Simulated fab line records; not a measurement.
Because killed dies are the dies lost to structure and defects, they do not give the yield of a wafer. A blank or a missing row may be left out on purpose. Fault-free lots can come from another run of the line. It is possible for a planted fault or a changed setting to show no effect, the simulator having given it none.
fab line records | flow nand_harc
record lots=12 | wafers=33 | last_day=24
route steps=1159 shown P_ZERO_WELL@17 P_STI@88 P_GATE@140
lots that met no fault: from a run of the same line without faults
start_h: hours from the record's first day to the start of the lot's first wafer shown | wait_h: how many hours have passed since the lot's step before this one | " same as the row above | L1.1+2: a single row standing in for several wafers | - value missing, or start not given | * or withheld: withheld | < > ~ a bound
route shown NAME@n: a module of which the file shows steps, and the number in the route of the first | usual: mean and standard deviation over wafers with no fault | same: alike in all rows | chamber/n: place in a boat | sites: each site's reading | _std_site: the standard deviation of these | _edge_site: outer sites' mean less inner sites' | radius_mm: how far each site lies from the wafer's centre | mask NAME#n: copy n | behind: the tool/chamber that last shaped the wafer | hold: what put the lot on hold/how long, in hours/how the hold closed | device: transistor that didn't switch, given as n, p or np | end of line: the tests these same wafers got at the end of their route | a step with no rows: only its recipe | killed: the dies lost at the first sort to structure and to defects; this is not the yield of the wafer | map: the dies of a wafer, with x for killed, . for not killed, _ for no die there
set.NAME: setting as actually run; set.NAME@STEP: the setting as run at that earlier step | model.NAME: the simulator's own value behind a step, which no gauge read
one table for each step of the route and one row for each wafer, over a sample of lots
services: the hour from which a tool's chamber was out of use, counted from the record's first day as start_h (under 0 if before that day), plus the number of hours and why
## steps
# step NHARC_P_ZERO_WELL_ETCH_65
# recipe target_depth_a=800 | overetch_a=240 | time_s=87.88 | ion_energy_ev=200 | n2_flow_sccm=150 | h2_flow_sccm=150 | ar_flow_sccm=0 | rf_w=400 | bias_w=150 | chemistry=N2/H2
# usual drypump_motor_current_A=5.9/0.51 | mfc_ar_sccm=0.009/0.013 | oes_product_au=1.000/0.0092 | rf_vpp_V=430.1/2.8 | showerhead_plenum_p_Torr=2.02/0.1 | throttle_valve_pct=14.173/0.0087
lot.wafer | tool        | chamber | start_h | wait_h | drypump_motor_current_A | mfc_ar_sccm | oes_product_au | rf_hours_counter_h | rf_vpp_V | showerhead_plenum_p_Torr | throttle_valve_pct
L196.1    | rie_diel-12 | 2       | 13.38   | 0.1    | 6.6                     | 0           | 0.988          | 6                  | 434.1    | 2.15                     | 14.158
L196.5    | "           | 2       | "       | "      | 6.7                     | 0           | 0.982          | -                  | 433.3    | 2.15                     | 14.181
L196.6    | "           | 3       | "       | "      | 6.1                     | 0.005       | 1.001          | -                  | 434.9    | 2.20                     | 14.185
L199.2    | rie_diel-04 | 3       | 31.50   | 0.1    | 6.0                     | 0           | 1.005          | 8                  | 431.2    | 2.05                     | 14.171
L199.3    | "           | 0       | "       | "      | 5.8                     | 0           | 0.998          | 8                  | 430.8    | 2.04                     | 14.157
L199.4    | "           | 0       | "       | "      | 5.8                     | 0           | 0.984          | -                  | 430.6    | 2.04                     | 14.169
L201.4    | rie_diel-12 | 3       | 43.49   | 0.1    | 6.2                     | 0.005       | 0.991          | 1                  | 435.4    | 2.19                     | 14.165
L201.1    | "           | 1       | "       | "      | 5.8                     | 0           | 0.995          | 1                  | 427.0    | 1.90                     | 14.171
L201.5    | "           | 0       | "       | "      | 5.6                     | 0.009       | 0.989          | -                  | 429.6    | 1.95                     | 14.176
L204.3    | rie_diel-13 | 3       | 61.50   | 0.1    | 5.0                     | 0           | 1.000          | 9                  | 428.9    | 1.99                     | 14.188
L204.2    | "           | 0       | "       | "      | 6.6                     | 0.018       | 1.009          | 8                  | 427.0    | 1.92                     | 14.173
L204.6    | "           | 1       | "       | "      | 6.0                     | 0.039       | 1.009          | -                  | 432.2    | 2.07                     | 14.179
L206.1    | rie_diel-13 | 3       | 73.36   | 0.1    | 5.0                     | 0           | 0.982          | 10                 | 429.5    | 1.98                     | 14.183
L206.2    | "           | 0       | "       | "      | 6.7                     | 0.018       | 1.012          | 10                 | 426.6    | 1.92                     | 14.177
L206.5    | "           | 3       | "       | "      | 5.0                     | 0           | 0.989          | -                  | 429.6    | 1.99                     | 14.153
L207.1    | rie_diel-12 | 3       | 79.58   | 0.1    | 6.1                     | 0.005       | 1.001          | 3                  | 434.2    | 2.19                     | 14.166
L207.3    | "           | 0       | "       | "      | 5.6                     | 0.009       | 0.996          | 4                  | 428.4    | 1.95                     | 14.168
L207.4    | "           | 1       | "       | "      | 5.7                     | 0           | 0.991          | 4                  | 427.3    | 1.90                     | 14.162
L208.2    | rie_diel-04 | 3       | 85.51   | 0.1    | 6.0                     | 0           | 0.990          | 13                 | 432.3    | 2.05                     | 14.178
L208.3    | "           | 1       | "       | "      | 5.3                     | 0.022       | 1.004          | 14                 | 431.2    | 2.08                     | 14.173
L208.4    | "           | 3       | "       | "      | 6.0                     | 0           | 0.992          | -                  | 432.3    | 2.05                     | 14.173
L212.5    | rie_diel-13 | 1       | 109.52  | 0.1    | 5.9                     | 0.039       | 1.002          | -                  | 430.8    | 2.07                     | 14.161
L212.6    | "           | 2       | "       | "      | 5.9                     | 0           | 1.001          | -                  | 426.8    | 1.91                     | 14.177
L214.4    | rie_diel-13 | 0       | 121.39  | 0.1    | 6.7                     | 0.018       | 1.014          | 2                  | 428.0    | 1.91                     | 14.171
L214.5    | "           | 2       | "       | "      | 5.9                     | 0           | 0.980          | -                  | 426.5    | 1.91                     | 14.165
L215.5    | rie_diel-13 | 0       | 127.51  | 0.1    | 6.7                     | 0.018       | 1.010          | -                  | 428.3    | 1.91                     | 14.171
L215.6    | "           | 1       | "       | "      | 6.0                     | 0.039       | 0.999          | -                  | 432.6    | 2.07                     | 14.166
L216.4    | rie_diel-12 | 3       | 133.48  | 0.1    | 6.2                     | 0.005       | 0.998          | 7                  | 434.2    | 2.19                     | 14.156
L216.1    | "           | 2       | "       | "      | 6.6                     | 0           | 1.008          | 7                  | 433.7    | 2.15                     | 14.189
L216.6    | "           | 3       | "       | "      | 6.2                     | 0.005       | 1.000          | -                  | 436.8    | 2.19                     | 14.162
L218.1    | rie_diel-13 | 0       | 145.53  | 0.1    | 6.7                     | 0.018       | 1.017          | 3                  | 426.7    | 1.91                     | 14.180
L218.4    | "           | 1       | "       | "      | 6.0                     | 0.039       | 1.000          | 3                  | 431.6    | 2.07                     | 14.179
L218.6    | "           | 0       | "       | "      | 6.7                     | 0.018       | 1.008          | -                  | 428.4    | 1.91                     | 14.191
# step NHARC_P_ZERO_WELL_ETCH_62
# recipe target_depth_a=130 | time_s=6.5 | chf3_flow_sccm=50 | ar_flow_sccm=200 | rf_w=500 | bias_w=200 | chemistry=CHF3/Ar
# usual drypump_motor_current_A=6.0/0.51 | mfc_ar_sccm=199.9/0.59 | oes_product_au=0.963/0.018 | rf_vpp_V=370.1/2.6 | showerhead_plenum_p_Torr=2.33/0.11 | throttle_valve_pct=20.217/0.009
lot.wafer | tool        | chamber | start_h | wait_h | drypump_motor_current_A | mfc_ar_sccm | oes_product_au | rf_hours_counter_h | rf_vpp_V | showerhead_plenum_p_Torr | throttle_valve_pct
L196.1    | rie_diel-12 | 0       | -       | -      | 5.6                     | 198.9       | 0.975          | 7                  | 367.7    | 2.25                     | 20.211
L196.5    | "           | 0       | "       | "      | 5.6                     | 199.4       | 0.967          | -                  | 367.6    | 2.25                     | 20.216
L196.6    | "           | 1       | "       | "      | 5.8                     | 200.1       | 0.960          | -                  | 368.8    | 2.19                     | 20.225
L199.3    | rie_diel-04 | 0       | -       | -      | 5.8                     | 200.7       | 0.942          | 8                  | 370.5    | 2.34                     | 20.202
L199.2    | "           | 1       | "       | "      | 5.3                     | 200.9       | 0.956          | 8                  | 371.5    | 2.39                     | 20.218
L199.4    | "           | 1       | "       | "      | 5.3                     | 200.9       | 0.956          | -                  | 371.9    | 2.39                     | 20.224
L201.1    | rie_diel-12 | 0       | -       | -      | 5.6                     | 199.5       | 0.955          | 1                  | 368.8    | 2.25                     | 20.217
L201.4    | "           | 1       | "       | "      | 5.8                     | 201.1       | 0.974          | 1                  | 366.8    | 2.19                     | 20.223
L201.5    | "           | 3       | "       | "      | 6.1                     | 200.8       | 0.964          | -                  | 373.9    | 2.51                     | 20.218
L204.3    | rie_diel-13 | 1       | -       | -      | 6.0                     | 200.3       | 0.967          | 10                 | 372.5    | 2.38                     | 20.221
L204.2    | "           | 2       | "       | "      | 5.9                     | 198.9       | 0.983          | 9                  | 366.5    | 2.20                     | 20.229
L204.6    | "           | 0       | "       | "      | 6.7                     | 200.0       | 0.977          | -                  | 366.5    | 2.21                     | 20.209
L206.2    | rie_diel-13 | 1       | -       | -      | 6.0                     | 200.9       | 0.968          | 10                 | 370.5    | 2.38                     | 20.218
L206.1    | "           | 3       | "       | "      | 5.0                     | 200.8       | 0.972          | 10                 | 368.5    | 2.29                     | 20.216
L206.5    | "           | 1       | "       | "      | 6.0                     | 201.2       | 0.964          | -                  | 372.1    | 2.38                     | 20.232
L207.3    | rie_diel-12 | 2       | -       | -      | 6.7                     | 199.2       | 0.980          | 3                  | 372.7    | 2.46                     | 20.212
L207.1    | "           | 3       | "       | "      | 6.2                     | 199.7       | 0.976          | 3                  | 373.1    | 2.51                     | 20.215
L207.4    | "           | 0       | "       | "      | 5.7                     | 200.8       | 0.954          | 4                  | 369.9    | 2.25                     | 20.225
L208.3    | rie_diel-04 | 1       | -       | -      | 5.3                     | 200.2       | 0.963          | 14                 | 370.4    | 2.39                     | 20.219
L208.2    | "           | 0       | "       | "      | 5.8                     | 199.1       | 0.957          | 13                 | 370.2    | 2.34                     | 20.207
L208.4    | "           | 0       | "       | "      | 5.8                     | 199.7       | 0.947          | -                  | 369.8    | 2.34                     | 20.211
L212.5    | rie_diel-13 | 2       | -       | -      | 5.9                     | 200.1       | 0.952          | -                  | 366.5    | 2.20                     | 20.209
L212.6    | "           | 3       | "       | "      | 5.0                     | 199.7       | 0.965          | -                  | 368.7    | 2.28                     | 20.223
L214.4    | rie_diel-13 | 3       | -       | -      | 5.0                     | 200.3       | 0.973          | 1                  | 369.2    | 2.28                     | 20.194
L214.5    | "           | 3       | "       | "      | 5.0                     | 199.2       | 0.985          | -                  | 369.1    | 2.28                     | 20.207
L215.6    | rie_diel-13 | 0       | -       | -      | 6.7                     | 200.0       | 0.975          | -                  | 368.0    | 2.21                     | 20.213
L215.5    | "           | 1       | "       | "      | 5.9                     | 199.5       | 0.984          | -                  | 370.7    | 2.38                     | 20.221
L216.1    | rie_diel-12 | 2       | -       | -      | 6.6                     | 199.7       | 0.936          | 7                  | 372.3    | 2.46                     | 20.201
L216.4    | "           | 1       | "       | "      | 5.8                     | 200.8       | 0.913          | 7                  | 367.9    | 2.19                     | 20.216
L216.6    | "           | 3       | "       | "      | 6.2                     | 200.1       | 0.925          | -                  | 375.0    | 2.51                     | 20.222
L218.1    | rie_diel-13 | 0       | -       | -      | 6.6                     | 199.6       | 0.989          | 3                  | 367.1    | 2.21                     | 20.219
L218.4    | "           | 2       | "       | "      | 5.9                     | 200.0       | 0.959          | 3                  | 367.3    | 2.20                     | 20.217
L218.6    | "           | 3       | "       | "      | 5.0                     | 200.0       | 0.969          | -                  | 368.8    | 2.28                     | 20.204
# step NHARC_P_STI_ETCH_42
# recipe target_depth_a=800 | overetch_a=240 | time_s=61 | ion_energy_ev=200 | n2_flow_sccm=150 | h2_flow_sccm=150 | ar_flow_sccm=0 | rf_w=400 | bias_w=150 | chemistry=N2/H2
# usual drypump_motor_current_A=5.7/0.37 | mfc_ar_sccm=0.010/0.012 | oes_product_au=0.995/0.0095 | rf_vpp_V=431.2/2.1 | showerhead_plenum_p_Torr=2.07/0.071 | throttle_valve_pct=14.170/0.0089
lot.wafer | tool        | chamber | start_h | wait_h | drypump_motor_current_A | mfc_ar_sccm | oes_product_au | rf_hours_counter_h | rf_vpp_V | showerhead_plenum_p_Torr | throttle_valve_pct
L196.1    | rie_diel-05 | 1       | 36.24   | 0.1    | 6.2                     | 0.014       | 1.016          | 1.9                | 433.2    | 2.07                     | 14.177
L196.5    | "           | 0       | "       | "      | 5.3                     | 0.026       | 0.985          | -                  | 435.2    | 2.16                     | 14.163
L196.6    | "           | 1       | "       | "      | 6.2                     | 0.014       | 0.998          | -                  | 431.0    | 2.07                     | 14.182
L199.3    | rie_diel-05 | 3       | 56.36   | 0.1    | 6.4                     | 0           | 0.989          | 4.0                | 429.9    | 2.04                     | 14.171
L199.2    | "           | 0       | "       | "      | 5.3                     | 0.026       | 0.977          | 4.3                | 432.0    | 2.16                     | 14.168
L199.4    | "           | 1       | "       | "      | 6.2                     | 0.014       | 0.992          | 3.3                | 430.7    | 2.07                     | 14.178
L201.1    | rie_diel-10 | 2       | 66.51   | 0.1    | 5.4                     | 0           | 0.984          | 2.3                | 432.9    | 2.11                     | 14.164
L201.4    | "           | 1       | "       | "      | 5.8                     | 0           | 1.007          | 2.2                | 431.0    | 2.08                     | 14.178
L201.5    | "           | 2       | "       | "      | 5.5                     | 0           | 0.983          | -                  | 430.6    | 2.11                     | 14.165
L204.2    | rie_diel-03 | 0       | 87.78   | 0.1    | 6.0                     | 0.018       | 1.009          | 0.7                | 430.3    | 2.00                     | 14.167
L204.3    | "           | 3       | "       | "      | 4.8                     | 0           | 0.997          | 0.8                | 435.8    | 2.21                     | 14.177
L204.6    | "           | 0       | "       | "      | 6.0                     | 0.018       | 0.992          | -                  | 429.1    | 2.00                     | 14.170
L206.2    | rie_diel-03 | 0       | 97.94   | 0.1    | 6.0                     | 0.018       | 1.004          | 0.9                | 430.4    | 2.00                     | 14.174
L206.1    | "           | 1       | "       | "      | 5.8                     | 0           | 0.994          | 1.1                | 430.8    | 2.02                     | 14.177
L206.5    | "           | 1       | "       | "      | 5.8                     | 0           | 0.988          | -                  | 431.3    | 2.02                     | 14.180
L207.4    | rie_diel-10 | 1       | 103.67  | 0.1    | 5.8                     | 0           | 1.015          | 3.4                | 430.5    | 2.08                     | 14.175
L207.1    | "           | 2       | "       | "      | 5.5                     | 0           | 1.000          | 3.6                | 432.8    | 2.11                     | 14.184
L207.3    | "           | 3       | "       | "      | 5.6                     | 0.029       | 1.009          | 3.6                | 433.3    | 2.10                     | 14.173
L208.3    | rie_diel-10 | 3       | 112.50  | 0.1    | 5.6                     | 0.029       | 0.995          | 3.8                | 433.4    | 2.10                     | 14.192
L208.4    | "           | 1       | "       | "      | 5.8                     | 0           | 1.006          | 3.6                | 431.1    | 2.08                     | 14.147
L208.2    | "           | 2       | "       | "      | 5.5                     | 0           | 0.983          | 3.8                | 432.1    | 2.11                     | 14.162
L212.6    | rie_diel-05 | 1       | 129.14  | 0.1    | 6.2                     | 0.014       | 0.994          | -                  | 432.2    | 2.07                     | 14.164
L212.5    | "           | 2       | "       | "      | 5.6                     | 0           | 0.986          | -                  | 426.9    | 1.90                     | 14.159
L214.4    | rie_diel-10 | 3       | 145.28  | 0.1    | 5.6                     | 0.029       | 0.984          | 5.1                | 432.2    | 2.10                     | 14.165
L214.5    | "           | 3       | "       | "      | 5.6                     | 0.029       | 1.005          | -                  | 432.9    | 2.10                     | 14.171
L215.6    | rie_diel-03 | 3       | 149.35  | 0.1    | 4.8                     | 0           | 0.998          | -                  | 433.4    | 2.21                     | 14.167
L215.5    | "           | 0       | "       | "      | 6.0                     | 0.018       | 1.005          | -                  | 428.7    | 2.00                     | 14.182
L216.1    | rie_diel-10 | 2       | 158.18  | 0.1    | 5.5                     | 0           | 0.993          | 5.8                | 431.6    | 2.11                     | 14.185
L216.4    | "           | 1       | "       | "      | 5.8                     | 0           | 1.008          | 5.6                | 431.2    | 2.08                     | 14.177
L216.6    | "           | 2       | "       | "      | 5.5                     | 0           | 0.991          | -                  | 432.7    | 2.11                     | 14.168
L218.4    | rie_diel-10 | 3       | 169.53  | 0.1    | 5.6                     | 0.029       | 0.995          | 6.0                | 432.1    | 2.10                     | 14.169
L218.1    | "           | 1       | "       | "      | 5.8                     | 0           | 1.011          | 5.7                | 431.2    | 2.08                     | 14.172
L218.6    | "           | 3       | "       | "      | 5.6                     | 0.029       | 0.992          | -                  | 430.2    | 2.10                     | 14.175
# step NHARC_P_GATE_DEVELOP_25
# recipe develop_time_s=35 | dev_temp_c=23
lot.wafer  | tool           | chamber | start_h | wait_h
L196.1+5+6 | litho_track-04 | 0       | 95      | -
L199.2+3+4 | litho_track-04 | 0       | 109     | -
L201.1+4+5 | litho_track-06 | 0       | 116     | -
L204.2+3+6 | litho_track-06 | 0       | 141     | -
L206.1+2+5 | litho_track-01 | 0       | 159     | -
L208.2+3+4 | litho_track-06 | 0       | 164     | -
L207.1+3+4 | litho_track-04 | 0       | 164     | -
L212.5+6   | litho_track-04 | 0       | 183     | -
L214.4+5   | litho_track-04 | 0       | 194     | -
L215.5+6   | litho_track-04 | 0       | 203     | -
L216.1+4+6 | litho_track-01 | 0       | 211     | -
L218.1+4+6 | litho_track-06 | 0       | 226     | -
# step NHARC_P_GATE_CD_MEAS_26
# recipe target_cd_nm=120 | landing_energy_ev=500
# usual cd_nm=120.1/0.61
# same landing_energy_ev=500
lot.wafer | tool      | chamber | start_h | wait_h | cd_nm
L196.1    | cd_sem-01 | 0       | 95.34   | -      | 120.0
L196.5    | "         | 0       | "       | "      | 119.6
L196.6    | "         | 0       | "       | "      | 120.3
L199.2    | cd_sem-03 | 0       | 109.85  | -      | 120.0
L199.3    | "         | 0       | "       | "      | 119.7
L199.4    | "         | 0       | "       | "      | 118.7
L201.1    | cd_sem-02 | 0       | 116.26  | -      | 120.8
L201.4    | "         | 0       | "       | "      | 120.8
L201.5    | "         | 0       | "       | "      | 121.5
L204.2    | cd_sem-03 | 0       | 141.52  | -      | 120.8
L204.3    | "         | 0       | "       | "      | 120.5
L204.6    | "         | 0       | "       | "      | 120.4
L206.1    | cd_sem-03 | 0       | 159.63  | -      | 120.4
L206.2    | "         | 0       | "       | "      | 120.4
L206.5    | "         | 0       | "       | "      | 121.1
L208.2    | cd_sem-02 | 0       | 164.62  | -      | 120.9
L208.3    | "         | 0       | "       | "      | 119.4
L208.4    | "         | 0       | "       | "      | 120.5
L207.1    | cd_sem-03 | 0       | 164.92  | -      | 119.5
L207.3    | "         | 0       | "       | "      | 120.2
L207.4    | "         | 0       | "       | "      | 120.2
L212.5    | cd_sem-01 | 0       | 183.33  | -      | 118.2
L212.6    | "         | 0       | "       | "      | 118.1
L214.4    | cd_sem-02 | 0       | 194.64  | -      | 119.6
L214.5    | "         | 0       | "       | "      | 117.0
L215.5    | cd_sem-03 | 0       | 203.95  | -      | 118.3
L215.6    | "         | 0       | "       | "      | 117.9
L216.1    | cd_sem-01 | 0       | 211.62  | -      | 119.8
L216.4    | "         | 0       | "       | "      | 120.8
L216.6    | "         | 0       | "       | "      | 119.8
L218.1    | cd_sem-02 | 0       | 226.66  | -      | 120.5
L218.4    | "         | 0       | "       | "      | 119.4
L218.6    | "         | 0       | "       | "      | 120.5
## services
tool           | chamber | start_h | hours | kind
rie_diel-10    | -       | -2.10   | 0.4   | repair
rie_diel-10    | -       | -0.50   | 9.0   | pm
rie_diel-05    | 1       | 13.26   | 4.7   | repair
rie_diel-03    | 3       | 14.58   | 9.4   | repair
rie_diel-10    | -       | 19.12   | 0.2   | repair
rie_diel-13    | 2       | 21.04   | 15.2  | repair
rie_diel-12    | -       | 25.40   | 9.0   | pm
rie_diel-03    | -       | 31.55   | 1.8   | repair
rie_diel-03    | -       | 38.30   | 9.0   | pm
rie_diel-04    | -       | 43.10   | 0.7   | repair
rie_diel-05    | 0       | 82.66   | 3.7   | repair
rie_diel-12    | -       | 83.67   | 0.4   | repair
rie_diel-03    | 0       | 91.94   | 2.9   | repair
rie_diel-03    | 3       | 94.19   | 6.5   | repair
rie_diel-12    | 0       | 98.29   | 29.2  | repair
rie_diel-13    | -       | 99.00   | 9.0   | pm
rie_diel-12    | 1       | 103.57  | 3.7   | repair
rie_diel-03    | 3       | 109.33  | 1.4   | repair
rie_diel-04    | -       | 111.90  | 9.0   | pm
litho_track-06 | -       | 117.00  | 7.0   | pm
rie_diel-10    | 0       | 138.44  | 5.6   | repair
litho_track-04 | -       | 141.00  | 7.0   | pm
rie_diel-10    | -       | 176.50  | 9.0   | pm
rie_diel-12    | -       | 202.40  | 9.0   | pm
## key
first_sign step=NHARC_P_GATE_CD_MEAS_26 | reading=cd_nm | direction=down | sigmas=3.5 | usual=120.1 | struck=117.9
effect none on later readings
met_at NHARC_P_GATE_DEVELOP_25
struck_lots L212,L214,L215
struck_wafers L212.5,L212.6,L214.5,L215.5,L215.6
tester_left_out L212,L214,L215
not_acting_at NHARC_P_ZERO_WELL_ETCH_65,NHARC_P_ZERO_WELL_ETCH_62,NHARC_P_STI_ETCH_42
onset_between 164 183
fault kind=process_parameter_drift | tool=litho_track-04 | chamber=- | onset_h=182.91 | steps=NHARC_P_GATE_DEVELOP_25 | channel=develop_time_s | offset=* | shape=step | end_h=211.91 | scope=struck_wafers_only | acts_in=* | stated=*
# tester_left_out: of these lots the tester's yield and bins aren't shown, on N5 and GAA mostly nor the transistor test; their killed dies are dies lost to structure and defects alone, not to doping, threshold or leakage, so they don't give the yield
